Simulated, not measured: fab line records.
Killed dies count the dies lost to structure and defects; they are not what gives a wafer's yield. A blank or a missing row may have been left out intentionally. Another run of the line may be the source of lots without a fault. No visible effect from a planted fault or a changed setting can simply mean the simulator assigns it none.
Which tool did it? -- flow nand harc -- 27 wafers from 9 lots sampled at 8 of the route's 1159 steps

== WHAT THE GAUGES READ, wafer by wafer ==
NHARC_A_ONON_D1_THK_MEAS_27: measures by ellipsometry. Usual: thk nm at 1003 nm, with a standard deviation of 11.
lot,measured,on,thk nm (nm),flag
L111,day 8 22:02,film metro-02,1018 1018 1018,
L116,day 9 17:54,film metro-01,1016 1014 1014,
L117,day 10 04:29,film metro-02,979 981 978,
L118,day 10 04:30,film metro-01,1002 1001 999,
L125,day 12 03:55,film metro-02,1014 1014 1013,
L127,day 12 16:58,film metro-01,1001 998 1002,
L131,day 13 03:27,film metro-01,1008 1007 1007,
L128,day 13 03:28,film metro-02,1015 1015 1017,
L129,day 13 03:49,film metro-02,996 996 996,

NHARC_A_CHANNEL_HOLE_D1_CD_MEAS_10: the cd target is 100 nm. Usual: cd nm at 100.0 nm, with a standard deviation of 0.5.
lot,measured,on,cd nm (nm),flag
L111,day 9 02:11,cd sem-03,100.7 100.3 99.2,
L116,day 9 21:53,cd sem-01,100.9 105.7 106.9,OFF
L117,day 10 08:10,cd sem-03,101.1 107.3 107.4,OFF
L118,day 10 10:02,cd sem-01,100.1 100.5 105.9,OFF
L125,day 12 09:27,cd sem-01,99.5 98.7 100.1,
L127,day 12 20:48,cd sem-02,99.8 99.4 100.5,
L131,day 13 07:13,cd sem-01,101.0 100.2 100.7,
L128,day 13 08:46,cd sem-03,99.6 100.4 100.1,
L129,day 13 10:41,cd sem-02,100.7 100.1 100.3,

NHARC_A_CHANNEL_HOLE_D1_CD_MEAS_30. Usual: cd nm at 89.4 nm, with a standard deviation of 1.5.
lot,measured,on,cd nm (nm),flag
L111,day 9 09:05,cd sem-02,92.3 89.5 89.0,
L116,day 10 05:32,cd sem-02,88.9 96.3 95.1,
L117,day 10 15:06,cd sem-02,90.6 97.5 98.1,OFF
L118,day 10 17:01,cd sem-01,90.3 88.9 96.0,
L125,day 12 18:35,cd sem-01,87.6 87.8 88.2,
L127,day 13 03:41,cd sem-02,88.1 88.6 88.7,
L131,day 13 14:07,cd sem-02,92.6 91.3 91.8,
L128,day 13 15:49,cd sem-02,90.8 91.1 89.1,
L129,day 13 20:00,cd sem-01,90.9 88.6 88.6,

NHARC_END_WLT_00. Usual: VT_DECK1_BOTTOM 0.868, standard deviation 0.0081; VT_DECK1_BOTTOM_INNER 0.867, standard deviation 0.007; VT_DECK1_MEDIAN_NEAR_BOTTOM 0.868, standard deviation 0.0081; VT_DECK1_MEDIAN_NEAR_BOTTOM_INNER 0.868, standard deviation 0.0075; VT_DECK1_MIDDLE 0.881, standard deviation 0.0071; VT_DECK1_MIDDLE_INNER 0.881, standard deviation 0.0071; VT_DECK1_TOP 0.893, standard deviation 0.0066; VT_DECK1_TOP_INNER 0.893, standard deviation 0.0075.
lot,measured,on,VT_DECK1_BOTTOM,VT_DECK1_BOTTOM_INNER,VT_DECK1_MEDIAN_NEAR_BOTTOM,VT_DECK1_MEDIAN_NEAR_BOTTOM_INNER,VT_DECK1_MIDDLE,VT_DECK1_MIDDLE_INNER,VT_DECK1_TOP,VT_DECK1_TOP_INNER,flag
L111,day 19 21:21,prober-01,0.864 0.857 0.857,0.869 0.861 0.860,0.860 0.865 0.848,0.870 0.858 0.858,0.876 0.871 0.867,0.881 0.871 0.873,0.886 0.888 0.887,0.892 0.886 0.887,
L116,day 21 04:22,prober-01,0.878 0.900 0.900,0.870 0.893 0.892,0.878 0.906 0.890,0.875 0.898 0.899,0.897 0.914 0.904,0.881 0.907 0.916,0.905 0.909 0.917,0.910 0.921 0.912,OFF
L117,day 22 14:49,prober-02,0.876 0.899 0.889,0.877 0.893 0.893,0.876 0.902 0.893,0.877 0.895 0.896,0.887 0.902 0.909,0.890 0.911 0.900,0.902 0.914 0.914,0.910 0.929 0.913,OFF
L118,day 22 08:02,prober-02,0.864 0.861 0.878,0.867 0.864 0.877,0.865 0.868 0.879,0.862 0.862 0.878,0.873 0.872 0.894,0.880 0.873 0.880,0.890 0.889 0.898,0.888 0.882 0.895,
L125,day 23 23:58,prober-02,0.864 0.866 0.864,0.864 0.861 0.862,0.863 0.862 0.867,0.861 0.858 0.864,0.872 0.879 0.878,0.871 0.873 0.872,0.884 0.888 0.891,0.893 0.890 0.886,
L127,day 23 23:28,prober-01,0.853 0.856 0.859,0.860 0.860 0.865,0.862 0.857 0.866,0.861 0.855 0.860,0.881 0.876 0.877,0.869 0.872 0.878,0.888 0.892 0.885,0.880 0.894 0.894,
L131,day 25 02:51,prober-01,0.879 0.866 0.869,0.878 0.873 0.870,0.877 0.869 0.879,0.876 0.872 0.872,0.880 0.878 0.880,0.883 0.884 0.883,0.894 0.892 0.891,0.886 0.891 0.890,
L128,day 24 11:06,prober-01,0.878 0.879 0.870,0.872 0.871 0.871,0.872 0.878 0.864,0.877 0.874 0.874,0.883 0.886 0.889,0.879 0.894 0.890,0.899 0.892 0.898,0.891 0.892 0.896,
L129,day 24 20:03,prober-01,0.882 0.876 0.873,0.870 0.866 0.874,0.889 0.871 0.875,0.878 0.875 0.874,0.884 0.880 0.886,0.894 0.889 0.883,0.898 0.909 0.908,0.900 0.903 0.898,

== WHICH TOOL RAN EACH LOT (tool, then ch and the chambers of the sampled wafers, then the start) ==
lot,NHARC_A_ONON_D1_DEP_33,NHARC_A_CHANNEL_HOLE_D1_EXPOSE_07,NHARC_A_CHANNEL_HOLE_D1_ETCH_25,NHARC_A_CHANNEL_HOLE_D1_XSEM_31
L111,"pecvd-01 ch 0,1,2, day 8 22:48","arfi scanner-01 ch 0, day 9 02:02","har etch-02 ch 0,1, day 9 06:36","xsem-02 ch 0, day 9 09:10"
L116,"pecvd-01 ch 0,1, day 9 18:45","arfi scanner-01 ch 0, day 9 21:45","har etch-02 ch 0,1, day 10 02:16","xsem-02 ch 0, day 10 05:38"
L117,"pecvd-01 ch 1,2, day 10 05:11","arfi scanner-01 ch 0, day 10 08:02","har etch-01 ch 0,1, day 10 12:37","xsem-01 ch 0, day 10 15:12"
L118,"pecvd-03 ch 0,1,2, day 10 05:23","arfi scanner-01 ch 0, day 10 09:53","har etch-02 ch 0,1, day 10 14:49","xsem-02 ch 0, day 10 17:06"
L125,"pecvd-04 ch 0,1, day 12 04:40","arfi scanner-03 ch 0, day 12 09:19","har etch-02 ch 0,1, day 12 16:07","xsem-01 ch 0, day 12 18:40"
L127,"pecvd-04 ch 0,1,2, day 12 17:39","arfi scanner-01 ch 0, day 12 20:40","har etch-01 ch 0,1, day 13 01:13","xsem-01 ch 0, day 13 03:46"
L131,"pecvd-04 ch 0,2, day 13 04:07","arfi scanner-01 ch 0, day 13 07:05","har etch-02 ch 0,1, day 13 11:39","xsem-01 ch 0, day 13 14:13"
L128,"pecvd-01 ch 0,2, day 13 04:10","arfi scanner-03 ch 0, day 13 08:38","har etch-01 ch 0, day 13 13:01","xsem-01 ch 0, day 13 15:54"
L129,"pecvd-01 ch 0,1,2, day 13 04:31","arfi scanner-01 ch 0, day 13 10:33","har etch-01 ch 0,1, day 13 17:31","xsem-01 ch 0, day 13 20:05"
- NHARC_A_ONON_D1_DEP_33: deposits SiO2, target thk 200 nm.
- NHARC_A_CHANNEL_HOLE_D1_EXPOSE_07: exposes mask HOLE D1, target cd 100 nm.
- NHARC_A_CHANNEL_HOLE_D1_ETCH_25: etches the open film in C4F8/O2/Ar, time 1040.2 s, target depth 1500 nm.
- NHARC_A_CHANNEL_HOLE_D1_XSEM_31

== AS READ BY THE TOOLS THEMSELVES (means over the sampled wafers that have a number; for cases with no such wafer, the mark the record gives instead) ==
NHARC_A_ONON_D1_DEP_33. Usual: heater power w 562 W, standard deviation 120; rf fwd power W 898.2 W, standard deviation 2.7; throttle valve pct 16.0 %, standard deviation 0.59.
lot,tool,heater power w (W),rf fwd power W (W),throttle valve pct (%),flag
L111,pecvd-01,582,900.8,16.2,
L116,pecvd-01,567,898.4,15.9,
L117,pecvd-01,597,900.0,16.2,
L118,pecvd-03,517,899.3,15.5,
L125,pecvd-04,633,895.0,16.2,
L127,pecvd-04,541,898.7,16.1,
L131,pecvd-04,476,897.6,15.9,
L128,pecvd-01,548,898.1,15.8,
L129,pecvd-01,564,898.0,16.0,

NHARC_A_CHANNEL_HOLE_D1_EXPOSE_07. Usual: exposure dose mJ cm2 at 60.2, with a standard deviation of 0.49.
lot,tool,exposure dose mJ cm2,flag
L111,arfi scanner-01,60.6,
L116,arfi scanner-01,60.7,
L117,arfi scanner-01,60.6,
L118,arfi scanner-01,60.7,
L125,arfi scanner-03,59.7,
L127,arfi scanner-01,60.6,
L131,arfi scanner-01,60.6,
L128,arfi scanner-03,59.7,
L129,arfi scanner-01,60.7,

NHARC_A_CHANNEL_HOLE_D1_ETCH_25. Usual: drypump motor current A 5.6 A, standard deviation 0.51; showerhead plenum p Torr 3.77 Torr, standard deviation 0.11; throttle valve pct 32.236 %, standard deviation 0.01.
lot,tool,drypump motor current A (A),showerhead plenum p Torr (Torr),throttle valve pct (%),flag
L111,har etch-02,5.1,3.86,32.231,
L116,har etch-02,5.1,3.86,32.236,
L117,har etch-01,6.1,3.74,32.243,
L118,har etch-02,5.1,3.86,32.229,
L125,har etch-02,5.1,3.84,32.231,
L127,har etch-01,6.1,3.72,32.222,
L131,har etch-02,5.1,3.84,32.238,
L128,har etch-01,5.7,3.57,32.234,
L129,har etch-01,6.1,3.71,32.237,

NHARC_A_CHANNEL_HOLE_D1_XSEM_31. Usual: bot cd nm 74.0 nm, standard deviation 1.7; bow nm 8.50 nm, standard deviation 0.26; tilt deg 0.09 degrees, standard deviation 0.042.
lot,tool,bot cd nm (nm),bow nm (nm),tilt deg (degrees),flag
L111,xsem-02,74.8,8.15,0.08,
L116,xsem-02,79.0,8.64,0.09,
L117,xsem-01,79.7,8.20,0.09,OFF
L118,xsem-02,76.2,8.74,0.19,
L125,xsem-01,72.6,8.31,0.08,
L127,xsem-01,72.8,8.94,0.14,
L131,xsem-01,76.1,8.59,0.02,
L128,xsem-01,75.4,8.08,0.06,
L129,xsem-01,74.2,8.74,0.11,

== THE ANSWER, worked out from the rows above alone ==
Rule: lot off if the mean of its wafers having a number is beyond 3 standard deviations from the usual mean. Also off: a lot with no number at a reading for which 4 or more lots have one. Any other lot the step has rows for is counted as sound. First the gauges in route order, then the tools' own readings, where a lot's mean is used as printed above. At the first step where some lot is off, the reading lying furthest off is the one used; lots without a number count as furthest.
Off: L116, L117, L118, at NHARC_A_CHANNEL_HOLE_D1_CD_MEAS_10 (cd nm).
A tool fits if, at a process step before that reading, it ran every lot that is off, and no sound lot after the first of them. The gauges at NHARC_A_CHANNEL_HOLE_D1_CD_MEAS_10 are tried like those tools. Of those tried, none fits.

== WHAT THE SIMULATOR HAD INSERTED ==
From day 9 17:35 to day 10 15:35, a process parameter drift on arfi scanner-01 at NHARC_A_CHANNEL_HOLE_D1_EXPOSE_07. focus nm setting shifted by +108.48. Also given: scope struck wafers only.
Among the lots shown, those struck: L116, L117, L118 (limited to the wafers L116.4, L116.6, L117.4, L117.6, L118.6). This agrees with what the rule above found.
